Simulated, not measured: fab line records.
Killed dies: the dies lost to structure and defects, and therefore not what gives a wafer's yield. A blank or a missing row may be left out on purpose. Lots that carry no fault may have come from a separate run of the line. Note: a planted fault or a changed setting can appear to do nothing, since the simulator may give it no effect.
fab line records	flow n5Finfet
record lots=7	wafers=21
route steps=1938 shown BEOL_M10@1512 BEOL_M11@1575 BEOL_M12@1653 BEOL_M13@1705 BEOL_M14@1770 BEOL_M15@1775
startH: hours from the record's opening day to when the first of the lot's shown wafers began	waitH: how many hours have passed since the lot's step before this one	" identical to the entry in the row above	L1.1+2: a row that stands for several wafers	- no value, or no start was given	* or withheld: withheld	< > ~ a bound
route shown NAME@n: a module of which the file shows steps, and the number in the route of the first	usual: mean/standard deviation taken from wafers without a fault	same: alike in all rows	chamber/n: place in a boat	sites: readings site by site	_std_site: the standard deviation of these	_edge_site: mean of outer sites minus mean of inner sites	radiusMm: for every site, how far away it sits from the centre of the wafer	mask NAME#n: copy n	behind: the tool/chamber that last shaped the wafer	hold: why the lot was held/for how many hours/how that ended	device: the transistor (n, p or np) that didn't switch	end of line: the route-end tests of the same wafers	a step without rows: its recipe alone	killed: dies lost to structure and defects at the first sort, not the wafer's yield	map: a wafer's dies, marking killed ones x, the rest . and places with no die _
set.NAME: the setting the step ran with; set.NAME@STEP: the setting that earlier step ran with	model.NAME: the simulator's own value behind a step, which no gauge read
one table per step and one row per wafer, for lots whose settings were changed on purpose
## steps
# step N5_BEOL_M10_TRENCH_ETCH_37
# recipe chemistry=C4F6/O2	targetDepthA=1488.3	target=SiCOH_lowk	timeS=48	ionEnergyEv=250	pressureMtorr=30	sourceW=345	biasW=185	Ar_flow_sccm=300	C4F6_flow_sccm=10	O2_flow_sccm=10
lot.wafer	tool	chamber	startH	waitH	set.timeS	model.BEOL_M10.featureDepthNm	model.etch.depthNm
L075.1	rieDiel-04	2	-	-	48	142.6	142.6
L075.4	"	2	"	"	39.44	118.2	118.2
L075.6	"	1	"	"	39.44	116	116
L076.1	rieDiel-04	3	-	-	48	151	151.1
L076.2	"	0	"	"	40.28	123.6	123.7
L076.5	"	1	"	"	48	144.2	144.2
L084.1	rieDiel-04	0	-	-	48	145.2	145.2
L084.5	"	0	"	"	51.47	157	157
L084.6	"	1	"	"	48	144.2	144.2
L089.3	rieDiel-04	1	-	-	48	142.6	142.7
L089.5	"	3	"	"	48	148.4	148.3
L089.6	"	0	"	"	48	145.4	145.3
L094.1	rieDiel-05	3	-	-	48	148.8	148.9
L094.4	"	0	"	"	37.49	116.2	116.1
L094.6	"	1	"	"	37.49	116.4	116.5
L095.4	rieDiel-05	1	-	-	48	149.2	149.1
L095.5	"	0	"	"	48	147.2	147.1
L095.6	"	1	"	"	48	150.2	150.1
L097.4	rieDiel-05	1	-	-	48	148	147.9
L097.5	"	2	"	"	42.57	128	128
L097.6	"	3	"	"	42.57	131	131
# step N5_BEOL_M10_ETCH_41
# recipe chemistry=CH3F/O2	target=SiCN	targetDepthA=426	taperDeg=2	timeS=86	ionEnergyEv=120	maskMaterial=TiN	pressureMtorr=30	sourceW=395	biasW=75	Ar_flow_sccm=150	CH3F_flow_sccm=30	O2_flow_sccm=20
# step N5_BEOL_M10_STRIP_77
# recipe chemistry=N2/H2	timeS=10	powerW=450	tempC=40	pressureMtorr=20	rfFrequencyHz=6e+07	biasPowerW=7	n2FlowSccm=200	h2FlowSccm=200
# step N5_BEOL_M10_OCD_MEAS_38
# usual trenchDepthNm=148/3.5
lot.wafer	tool	chamber	startH	waitH	set.timeS@BEOL_M10_TRENCH_ETCH_37	trenchDepthNm
L075.1	ocd-02	-	213.49	-	48	143
L075.4	"	-	"	"	39.44	118
L075.6	"	-	"	"	39.44	116
L076.1	ocd-02	-	228.05	-	48	151
L076.2	"	-	"	"	40.28	124
L076.5	"	-	"	"	48	145
L084.1	ocd-01	-	269.97	-	48	145
L084.5	"	-	"	"	51.47	157
L084.6	"	-	"	"	48	144
L089.3	ocd-01	-	320.98	-	48	143
L089.5	"	-	"	"	48	148
L089.6	"	-	"	"	48	146
L094.1	ocd-02	-	354.30	-	48	149
L094.4	"	-	"	"	37.49	117
L094.6	"	-	"	"	37.49	116
L095.4	ocd-02	-	364.14	-	48	149
L095.5	"	-	"	"	48	147
L095.6	"	-	"	"	48	150
L097.4	ocd-02	-	383.74	-	48	148
L097.5	"	-	"	"	42.57	128
L097.6	"	-	"	"	42.57	131
# step N5_BEOL_M10_HM_STRIP_39
# recipe chemistry=peroxideTinStrip	material=TiN	targetDepthA=250	tempC=50	timeS=158
# step N5_BEOL_M10_SRD_40
# recipe timeS=30	tempC=23	rinseLiquid=diw	dry=ipaMarangoni
# step N5_BEOL_M10_ECD_50
# recipe material=Cu	targetThkA=3180
# step N5_BEOL_M10_ANNEAL_51
# recipe tempC=225	timeS=90	ambient=N2
# step N5_BEOL_M10_CMP_52
# recipe stopOn=SiCOH_lowk	tOverpolishS=7	downForcePsi=1	platenRpm=50	clearingPlatenDownForcePsi=1.5	clearingPlatenRpm=50	postCmpClean=cuAlkaline	targetThkNm=140	clearingPlatenPadVelocityMS=0.99484	padVelocityMS=0.99484
lot.wafer	tool	chamber	startH	waitH	set.timeS@BEOL_M10_TRENCH_ETCH_37	model.Cu_of_BEOL_M10_ECD_50.thkNm
L075.1	cmp-04	1	215.87	0.3	48	134.8
L075.4	"	0	"	"	39.44	111.2
L075.6	"	1	"	"	39.44	108.6
L076.1	cmp-04	0	230.21	0.3	48	144.2
L076.2	"	1	"	"	40.28	117.6
L076.5	"	3	"	"	48	139.2
L084.1	cmp-03	2	272.84	0.3	48	134.6
L084.6	"	1	"	"	48	135
L084.5	"	2	"	"	51.47	145.4
L089.3	cmp-03	2	324.91	0.3	48	132
L089.5	"	3	"	"	48	138.4
L089.6	"	0	"	"	48	138.2
L094.4	cmp-01	3	356.94	0.2	37.49	106.8
L094.1	"	0	"	"	48	141.6
L094.6	"	2	"	"	37.49	107
L095.4	cmp-03	2	366.61	0.2	48	138
L095.5	"	1	"	"	48	138.2
L095.6	"	2	"	"	48	140
L097.4	cmp-04	3	386.25	0.2	48	141
L097.6	"	1	"	"	42.57	121.8
L097.5	"	2	"	"	42.57	120
# step N5_BEOL_M10_THK_MEAS_53
# recipe thkMeasGauge=xrf	reads=Cu_of_BEOL_M10_ECD_50
# usual M10_THK=142/4.3
lot.wafer	tool	chamber	startH	waitH	set.timeS@BEOL_M10_TRENCH_ETCH_37	M10_THK[nm]
L075.1	filmMetro-02	-	216.17	-	48	136
L075.4	"	-	"	"	39.44	112
L075.6	"	-	"	"	39.44	110
L076.1	filmMetro-02	-	230.46	-	48	146
L076.2	"	-	"	"	40.28	120
L076.5	"	-	"	"	48	141
L084.1	filmMetro-01	-	273.10	-	48	137
L084.5	"	-	"	"	51.47	148
L084.6	"	-	"	"	48	137
L089.3	filmMetro-02	-	325.09	-	48	133
L089.5	"	-	"	"	48	140
L089.6	"	-	"	"	48	139
L094.1	filmMetro-02	-	357.20	-	48	142
L094.4	"	-	"	"	37.49	107
L094.6	"	-	"	"	37.49	107
L095.4	filmMetro-02	-	366.87	-	48	139
L095.5	"	-	"	"	48	139
L095.6	"	-	"	"	48	141
L097.4	filmMetro-01	-	386.47	-	48	141
L097.5	"	-	"	"	42.57	120
L097.6	"	-	"	"	42.57	122
# step N5_BEOL_M10_PRE_CLEAN_55
# recipe gas=NH3	timeS=15	tempC=withheld	rfPowerW=300
# step N5_BEOL_M10_DEP_56
# recipe material=SiCN	targetThkA=150	tempC=withheld	precursor=3MS/NH3	pressureTorr=3	rfW=202	timeS=26.5
# step N5_BEOL_M10_RS_MEAS_57
# recipe thkMeasGauge=four-point-probe	reads=Cu_of_BEOL_M10_ECD_50+Co_of_BEOL_M10_CVD_75+TaN_of_BEOL_M10_ALD_74
# usual M10_RS=0.151/0.0049
lot.wafer	tool	chamber	startH	waitH	set.timeS@BEOL_M10_TRENCH_ETCH_37	M10_RS[ohm/sq]
L075.1	filmMetro-02	-	216.30	0.1	48	0.157
L075.4	"	-	"	"	39.44	0.195
L075.6	"	-	"	"	39.44	0.200
L076.1	filmMetro-02	-	230.60	0.1	48	0.147
L076.2	"	-	"	"	40.28	0.183
L076.5	"	-	"	"	48	0.152
L084.1	filmMetro-01	-	273.24	0.1	48	0.157
L084.5	"	-	"	"	51.47	0.145
L084.6	"	-	"	"	48	0.157
L089.3	filmMetro-02	-	325.23	0.1	48	0.161
L089.5	"	-	"	"	48	0.153
L089.6	"	-	"	"	48	0.154
L094.1	filmMetro-01	-	357.33	0.1	48	0.149
L094.4	"	-	"	"	37.49	0.205
L094.6	"	-	"	"	37.49	0.204
L095.4	filmMetro-02	-	367.00	0.0	48	0.153
L095.5	"	-	"	"	48	0.153
L095.6	"	-	"	"	48	0.151
L097.4	filmMetro-02	-	386.61	0.0	48	0.150
L097.5	"	-	"	"	42.57	0.179
L097.6	"	-	"	"	42.57	0.176
# step N5_BEOL_M11_VIA_ETCH_34
# recipe chemistry=C4F6/O2	target=SiCOH_lowk	targetDepthA=1845	maskMaterial=SOC	taperDeg=4	timeS=69.2	ionEnergyEv=250	pressureMtorr=30	sourceW=345	biasW=185	Ar_flow_sccm=300	C4F6_flow_sccm=10	O2_flow_sccm=10
lot.wafer	tool	chamber	startH	waitH	set.timeS	model.etch.depthNm	model.SOC_of_BEOL_M11_COAT_63.thkNm
L075.1	rieDiel-01	0	220.06	0.0	56.47	150.8	93.6
L075.4	"	2	"	"	69.2	186.8	92
L075.6	"	1	"	"	56.47	148.2	93.6
L076.1	rieDiel-03	0	234.20	0.0	69.2	185.1	92.2
L076.2	"	2	"	"	69.2	186.8	92
L076.5	"	1	"	"	69.2	187.7	92.2
L084.1	rieDiel-01	0	282.10	0.0	69.2	182.8	92.4
L084.5	"	0	"	"	84.56	223.4	90.4
L084.6	"	2	"	"	69.2	189.8	91.6
L089.3	rieDiel-02	3	332.39	0.0	69.2	182.7	91.8
L089.5	"	1	"	"	69.2	182.6	92
L089.6	"	3	"	"	69.2	182.8	91.8
L094.1	rieDiel-03	1	360.99	0.0	69.2	188.3	91.4
L094.4	"	1	"	"	69.2	187.1	91.2
L094.6	"	2	"	"	69.2	187.7	91.6
L095.4	rieDiel-01	2	371.14	0.0	69.2	187.7	91.2
L095.5	"	2	"	"	82.74	225	90
L095.6	"	1	"	"	69.2	186.6	91.2
L097.4	rieDiel-01	3	391.62	0.0	69.2	187.6	91.6
L097.5	"	2	"	"	84.75	231.8	89.8
L097.6	"	0	"	"	69.2	180.7	92.2
# step N5_BEOL_M11_CURE_72
# recipe tempC=370	timeS=120	ambient=DMADMS/He	material=SiCOH_lowk
# usual lampPowerPct=52.31/0.052
lot.wafer	tool	chamber	startH	waitH	set.timeS	lampPowerPct
L075.1	uvCure-03	1	220.64	0.0	120	52.33
L075.4	"	1	"	"	120	52.29
L075.6	"	1	"	"	120	52.31
L076.1	uvCure-01	1	234.68	0.0	137.7	51.59
L076.2	"	1	"	"	120	52.28
L076.5	"	1	"	"	120	52.33
L084.1	uvCure-01	2	282.59	0.0	144.9	51.22
L084.5	"	2	"	"	120	52.31
L084.6	"	2	"	"	144.9	51.34
L089.3	uvCure-01	1	332.97	0.1	120	52.27
L089.5	"	1	"	"	120	52.37
L089.6	"	1	"	"	120	52.27
L094.1	uvCure-03	1	361.47	0.0	96.09	52.33
L094.4	"	1	"	"	120	52.19
L094.6	"	1	"	"	96.09	52.37
L095.4	uvCure-03	1	371.77	0.2	120	52.28
L095.5	"	1	"	"	97.91	52.37
L095.6	"	1	"	"	97.91	52.30
L097.4	uvCure-01	0	392.22	0.2	144.9	51.21
L097.5	"	0	"	"	120	52.17
L097.6	"	0	"	"	120	52.29
# step N5_BEOL_M12_CMP_49
# recipe stopOn=SiOC	tOverpolishS=20.6	downForcePsi=1	platenRpm=50	clearingPlatenDownForcePsi=1.5	clearingPlatenRpm=50	postCmpClean=cuAlkaline	targetThkNm=320	clearingPlatenPadVelocityMS=0.99484	padVelocityMS=0.99484
# usual barrierFieldEndpointS=30.6/0.91
lot.wafer	tool	chamber	startH	waitH	set.downForcePsi	barrierFieldEndpointS
L075.4	cmp-02	0	229.19	0.1	1.18	25.1
L075.1	"	1	"	"	1	29.0
L075.6	"	1	"	"	1	29.5
L076.2	cmp-03	3	242.14	0.2	1	30.3
L076.1	"	2	"	"	0.8406	34.2
L076.5	"	3	"	"	1	29.8
L084.1	cmp-04	3	291.30	0.4	1.13	28.8
L084.6	"	0	"	"	1.13	27.3
L084.5	"	1	"	"	1.13	27.5
L089.3	cmp-04	0	340.59	0.2	1	30.4
L089.5	"	3	"	"	1	31.0
L089.6	"	0	"	"	1	30.7
L094.1	cmp-02	1	368.93	0.3	1	30.6
L094.4	"	0	"	"	1	30.4
L094.6	"	1	"	"	0.7819	37.9
L095.4	cmp-04	2	378.32	0.3	1.148	27.0
L095.6	"	3	"	"	1	31.7
L095.5	"	0	"	"	1	30.3
L097.4	cmp-04	2	398.77	0.2	1	31.1
L097.5	"	0	"	"	1	31.2
L097.6	"	1	"	"	1	30.8
# step N5_BEOL_M13_SPUTTER_43
# recipe material=TaN	targetThkA=150	tempC=50	biasV=168.6	powerW=15000	chamberPressurePa=0.12	timeS=24.19
lot.wafer	tool	chamber	startH	waitH	set.timeS	model.TaN_of_BEOL_M13_SPUTTER_43.thkNm
L075.1	pvdSputter-02	-	235.59	0.0	24.19	14.8
L075.4	"	-	"	"	24.19	15.2
L075.6	"	-	"	"	24.19	15
L076.1+2	pvdSputter-01	-	248.53	0.0	24.19	15
L076.5	"	-	"	"	25.79	16.2
L084.1	pvdSputter-03	-	299.02	0.0	24.19	14.8
L084.5	"	-	"	"	22.59	13.8
L084.6	"	-	"	"	24.19	14.6
L089.3+5	pvdSputter-01	-	345.34	0.0	24.19	15.2
L089.6	"	-	"	"	24.19	15
L094.1	pvdSputter-02	-	377.94	0.0	24.19	14.8
L094.4	"	-	"	"	24.19	15.2
L094.6	"	-	"	"	24.19	15.4
L095.4	pvdSputter-03	-	384.15	0.0	27.5	16.8
L095.5	"	-	"	"	27.5	17
L095.6	"	-	"	"	24.19	14.8
L097.4	pvdSputter-01	-	402.91	0.0	24.19	15.2
L097.5	"	-	"	"	24.19	15.4
L097.6	"	-	"	"	26.99	17
# step N5_BEOL_M14_DEP_53
# recipe material=SiCN	targetThkA=500	tempC=withheld	precursor=3MS/NH3	pressureTorr=3	rfW=675	timeS=17.8
lot.wafer	tool	chamber	startH	waitH	set.timeS	model.SiCN_of_BEOL_M14_DEP_53.thkNm
L075.1	pecvd-04	0	242.81	0.0	17.8	51.2
L075.4	"	0	"	"	17.8	51.6
L075.6	"	2	"	"	15.66	45.6
L076.1	pecvd-02	1	259.45	0.0	17.8	50.4
L076.2	"	0	"	"	17.8	49.2
L076.5	"	2	"	"	17.8	51.6
L084.1	pecvd-01	0	305.74	0.0	17.8	49.6
L084.5	"	1	"	"	17.8	50.6
L084.6	"	0	"	"	17.8	49.8
L089.3	pecvd-02	1	356.72	0.0	17.8	50.4
L089.5	"	0	"	"	17.8	51.2
L089.6	"	2	"	"	17.8	52
L094.1	pecvd-01	0	385.16	0.0	17.8	50.6
L094.4	"	2	"	"	16.98	48
L094.6	"	1	"	"	17.8	49.6
L095.4	pecvd-02	2	390.71	0.0	17.8	51.6
L095.5+6	"	0,1	"	"	16.9	48.2
L097.4+6	pecvd-04	0	414.01	0.0	17.8	51.8
L097.5	"	2	"	"	17.8	51.6
# step N5_BEOL_M15_COAT_58
# recipe resist=BARC	tempC=205	timeS=60	spinRpm=1500	resistThkNm=89
lot.wafer	tool	chamber	startH	waitH	set.spinRpm	model.BARC_of_BEOL_M15_COAT_58.thkNm
L075.1	lithoTrack-01	0	243.22	0.0	1580	87.4
L075.4	"	0	"	"	1500	89.8
L075.6	"	0	"	"	1500	89.2
L076.1	lithoTrack-01	0	259.86	0.0	1500	89.2
L076.2	"	0	"	"	1500	89.4
L076.5	"	0	"	"	1415	92.2
L084.1+6	lithoTrack-01	0	306.15	0.0	1500	89.4
L084.5	"	0	"	"	1500	89.6
L089.3	lithoTrack-02	0	357.13	0.0	1500	88.8
L089.5+6	"	0	"	"	1500	89.2
L094.1	lithoTrack-02	0	385.57	0.0	1500	88.8
L094.4	"	0	"	"	1417	91.4
L094.6	"	0	"	"	1417	91.6
L095.4+5	lithoTrack-01	0	391.10	0.0	1500	89
L095.6	"	0	"	"	1564	87.2
L097.4	lithoTrack-05	0	414.53	0.0	1559	87.6
L097.5	"	0	"	"	1500	89
L097.6	"	0	"	"	1500	89.2
# step N5_BEOL_M15_COAT_04
# recipe spinRpm=1704	resistThkNm=800
# step N5_BEOL_M15_EBR_06
# recipe solvent=PGMEA	ebrWidthMm=1.5
# step N5_BEOL_M15_DESCUM_15
# recipe chemistry=O2	timeS=7.9	sourcePowerW=50	biasPowerW=20	pressureMtorr=20	rfFrequencyHz=2.712e+07	tempC=40	o2FlowSccm=225
# step N5_BEOL_M15_ETCH_59
# recipe chemistry=N2/H2	target=BARC	targetDepthA=890	overetchA=267	timeS=67.9	ionEnergyEv=200	pressureMtorr=30	sourceW=840	biasW=150	n2FlowSccm=200	h2FlowSccm=200
lot.wafer	tool	chamber	startH	waitH	set.spinRpm@BEOL_M15_COAT_58	model.etch.depthNm
L075.1	rieDiel-01	0	244.06	0.0	1580	87.45
L075.4	"	1	"	"	1500	89.71
L075.6	"	0	"	"	1500	89.27
L076.1	rieDiel-03	1	260.25	0.0	1500	89.17
L076.2	"	3	"	"	1500	89.37
L076.5	"	1	"	"	1415	92.15
L084.1	rieDiel-01	1	306.55	0.0	1500	89.3
L084.5	"	3	"	"	1500	89.51
L084.6	"	2	"	"	1500	89.39
L089.3	rieDiel-01	1	357.53	0.0	1500	88.86
L089.5	"	0	"	"	1500	89.23
L089.6	"	3	"	"	1500	89.25
L094.1	rieDiel-02	2	386.28	0.0	1500	88.88
L094.4	"	2	"	"	1417	91.47
L094.6	"	3	"	"	1417	91.66
L095.4	rieDiel-03	1	391.68	0.0	1500	89.05
L095.5	"	2	"	"	1500	89
L095.6	"	1	"	"	1564	87.12
L097.4	rieDiel-01	1	414.92	0.0	1559	87.5
L097.5	"	2	"	"	1500	89.06
L097.6	"	1	"	"	1500	89.12
# step N5_BEOL_M15_TRENCH_ETCH_34
# recipe chemistry=C4F8/O2/Ar	target=SiO2	targetDepthA=8729.3	heInnerTorr=15	heOuterTorr=30	timeS=199	ionEnergyEv=800	pressureMtorr=20	sourceW=1905	biasW=2040	Ar_flow_sccm=400	C4F8_flow_sccm=16	O2_flow_sccm=12
# usual rfVppV=2223/65
lot.wafer	tool	chamber	startH	waitH	set.biasW	rfVppV
L075.1	rieDiel-01	3	245.66	0.0	2309	2580
L075.4	"	0	"	"	2309	2426
L075.6	"	1	"	"	2040	2092
L076.1	rieDiel-01	1	261.88	0.0	2040	2093
L076.2	"	0	"	"	2214	2357
L076.5	"	0	"	"	2214	2356
L084.1	rieDiel-02	1	308.06	0.0	2040	2215
L084.5	"	0	"	"	1785	2046
L084.6	"	3	"	"	1785	1973
L089.3	rieDiel-02	0	359.23	0.0	2040	2245
L089.5	"	2	"	"	2040	2291
L089.6	"	1	"	"	2040	2214
L094.1	rieDiel-02	2	387.94	0.0	2040	2294
L094.4	"	3	"	"	1695	1900
L094.6	"	0	"	"	2040	2243
L095.4	rieDiel-01	3	393.55	0.1	2241	2527
L095.5	"	2	"	"	2040	2320
L095.6	"	0	"	"	2241	2373
L097.4	rieDiel-03	3	416.80	0.1	2040	2214
L097.5	"	0	"	"	2040	2172
L097.6	"	3	"	"	2040	2214
# step N5_BEOL_M15_SPUTTER_43
# recipe material=TaN	targetThkA=150	tempC=50	biasV=168.6	powerW=15000	chamberPressurePa=0.12	timeS=24.19
lot.wafer	tool	chamber	startH	waitH	set.timeS	model.TaN_of_BEOL_M15_SPUTTER_43.thkNm
L075.1+6	pvdSputter-03	-	252.88	0.0	24.19	15
L075.4	"	-	"	"	24.19	14.8
L076.1	pvdSputter-01	-	262.94	0.0	22.72	13.8
L076.2	"	-	"	"	22.72	14.2
L076.5	"	-	"	"	24.19	14.8
L084.1+6	pvdSputter-03	-	309.43	0.0	24.19	14.8
L084.5	"	-	"	"	24.19	15.2
L089.3+5	pvdSputter-01	-	361.78	0.0	24.19	15
L089.6	"	-	"	"	24.19	15.4
L094.1+4	pvdSputter-02	-	389.21	0.0	26.26	16.4
L094.6	"	-	"	"	26.26	16.6
L095.4	pvdSputter-01	-	394.95	0.0	24.19	15.4
L095.5	"	-	"	"	24.19	14.6
L095.6	"	-	"	"	24.19	15
L097.4	pvdSputter-01	-	418.76	0.0	27.54	17.2
L097.5	"	-	"	"	24.19	15.4
L097.6	"	-	"	"	27.54	17
## key
split step=N5_BEOL_M10_TRENCH_ETCH_37	setting=timeS	stated=48	by=wafer
response step=N5_BEOL_M10_TRENCH_ETCH_37	reading=model.BEOL_M10.featureDepthNm	change=+1.5	per=1%	r=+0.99
response step=N5_BEOL_M10_TRENCH_ETCH_37	reading=model.etch.depthNm	change=+1.5	per=1%	r=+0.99
response step=N5_BEOL_M10_OCD_MEAS_38	reading=trenchDepthNm	change=+1.49	per=1%	r=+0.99
response step=N5_BEOL_M10_CMP_52	reading=model.Cu_of_BEOL_M10_ECD_50.thkNm	change=+1.53	per=1%	r=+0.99
response step=N5_BEOL_M10_THK_MEAS_53	reading=M10_THK	change=+1.54	per=1%	r=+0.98
response step=N5_BEOL_M10_RS_MEAS_57	reading=M10_RS	change=-0.00234	per=1%	r=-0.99
split step=N5_BEOL_M11_VIA_ETCH_34	setting=timeS	stated=69.2	by=wafer
response step=N5_BEOL_M11_VIA_ETCH_34	reading=model.etch.depthNm	change=+1.93	per=1%	r=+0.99
response step=N5_BEOL_M11_VIA_ETCH_34	reading=model.SOC_of_BEOL_M11_COAT_63.thkNm	change=-0.0789	per=1%	r=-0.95
split step=N5_BEOL_M11_CURE_72	setting=timeS	stated=120	by=wafer
response step=N5_BEOL_M11_CURE_72	reading=lampPowerPct	shape=bent	atLowest=*	atStated=*	atHighest=*
split step=N5_BEOL_M12_CMP_49	setting=downForcePsi	stated=1	by=wafer
response step=N5_BEOL_M12_CMP_49	reading=barrierFieldEndpointS	change=-0.286	per=1%	r=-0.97
split step=N5_BEOL_M13_SPUTTER_43	setting=timeS	stated=24.19	by=wafer
response step=N5_BEOL_M13_SPUTTER_43	reading=model.TaN_of_BEOL_M13_SPUTTER_43.thkNm	change=+0.152	per=1%	r=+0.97
split step=N5_BEOL_M14_DEP_53	setting=timeS	stated=17.8	by=wafer
response step=N5_BEOL_M14_DEP_53	reading=model.SiCN_of_BEOL_M14_DEP_53.thkNm	change=+0.505	per=1%	r=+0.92
split step=N5_BEOL_M15_COAT_58	setting=spinRpm	stated=1500	by=wafer
response step=N5_BEOL_M15_COAT_58	reading=model.BARC_of_BEOL_M15_COAT_58.thkNm	change=-0.45	per=1%	r=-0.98
response step=N5_BEOL_M15_ETCH_59	reading=model.etch.depthNm	change=-0.451	per=1%	r=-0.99
split step=N5_BEOL_M15_TRENCH_ETCH_34	setting=biasW	stated=2040	by=wafer
response step=N5_BEOL_M15_TRENCH_ETCH_34	reading=rfVppV	change=+22.6	per=1%	r=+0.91
split step=N5_BEOL_M15_SPUTTER_43	setting=timeS	stated=24.19	by=wafer
response step=N5_BEOL_M15_SPUTTER_43	reading=model.TaN_of_BEOL_M15_SPUTTER_43.thkNm	change=+0.124	per=1%	r=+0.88
